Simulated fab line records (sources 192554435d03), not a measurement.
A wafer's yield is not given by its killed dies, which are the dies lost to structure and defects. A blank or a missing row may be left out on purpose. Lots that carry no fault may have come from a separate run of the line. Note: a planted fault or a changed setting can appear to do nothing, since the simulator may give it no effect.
Chamber matching :: flow n5_finfet :: uv_cure-01 running N5_BEOL_M11_CURE_72: 3 sister chambers
The step cures SiCOH lowk, time 120 s. 6 wafers are shown with their chamber, then 10 later ones without.

## WAFERS PAIRED WITH THEIR CHAMBERS
wafer: L074.4
chamber: 0
wafer_temp_C_max: 372.4
lamp_power_pct (%): 52.34

wafer: L074.6
chamber: 0
wafer_temp_C_max: 372.9
lamp_power_pct (%): 52.29

wafer: L080.4
chamber: 1
wafer_temp_C_max: 371.1
lamp_power_pct (%): 52.30

wafer: L080.5
chamber: 1
wafer_temp_C_max: 372.0
lamp_power_pct (%): 52.34

wafer: L076.1
chamber: 2
wafer_temp_C_max: 371.5
lamp_power_pct (%): 52.30

wafer: L076.2
chamber: 2
wafer_temp_C_max: 371.4
lamp_power_pct (%): 52.40

## WAFERS WHOSE CHAMBER IS MISSING
wafer: L076.5
wafer_temp_C_max: 372.4
lamp_power_pct (%): 52.32

wafer: L076.3
wafer_temp_C_max: 371.9
lamp_power_pct (%): 52.26

wafer: L076.4
wafer_temp_C_max: 372.0
lamp_power_pct (%): 52.31

wafer: L076.6
wafer_temp_C_max: 371.2
lamp_power_pct (%): 52.34

wafer: L088.1
wafer_temp_C_max: 372.1
lamp_power_pct (%): 52.37

wafer: L088.4
wafer_temp_C_max: 372.1
lamp_power_pct (%): 52.45

wafer: L088.5
wafer_temp_C_max: 372.3
lamp_power_pct (%): 52.31

wafer: L088.2
wafer_temp_C_max: 371.7
lamp_power_pct (%): 52.23

wafer: L088.3
wafer_temp_C_max: 371.8
lamp_power_pct (%): 52.30

wafer: L088.6
wafer_temp_C_max: 372.5
lamp_power_pct (%): 52.30

## WHICH CHAMBER EACH ONE RAN IN
wafer: L076.5
from the rows above: can't be placed: 0 or 1 or 2
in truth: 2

wafer: L076.3
from the rows above: can't be placed: 1 or 0 or 2
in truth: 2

wafer: L076.4
from the rows above: can't be placed: 1 or 2 or 0
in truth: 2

wafer: L076.6
from the rows above: can't be placed: 2 or 1
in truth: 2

wafer: L088.1
from the rows above: can't be placed: 2 or 1 or 0
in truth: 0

wafer: L088.4
from the rows above: can't be placed: 2 or 1 or 0
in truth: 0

wafer: L088.5
from the rows above: can't be placed: 0 or 1 or 2
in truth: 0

wafer: L088.2
from the rows above: can't be placed: 1 or 2 or 0
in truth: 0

wafer: L088.3
from the rows above: can't be placed: 1 or 2 or 0
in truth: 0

wafer: L088.6
from the rows above: can't be placed: 0 or 1
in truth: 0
Correctly placed: 0 of 10. Can't be placed from these rows: 10 (the true chamber is among the candidates in 10). Wrongly placed: 0.
How it was worked out, from the rows above alone: a wafer's distance from a chamber is the root of the sum, over the readings, of the square of ((its reading less the chamber's mean) divided by the reading's scatter). If the next closest chamber is less than 2 further off than the closest, the wafer can't be placed; otherwise it belongs to the closest. Each chamber's mean is taken over the wafers shown for it. The scatter: the root of (the sum of the squares of (reading less its chamber's mean) over the shown wafers, divided by (wafers less chambers)).
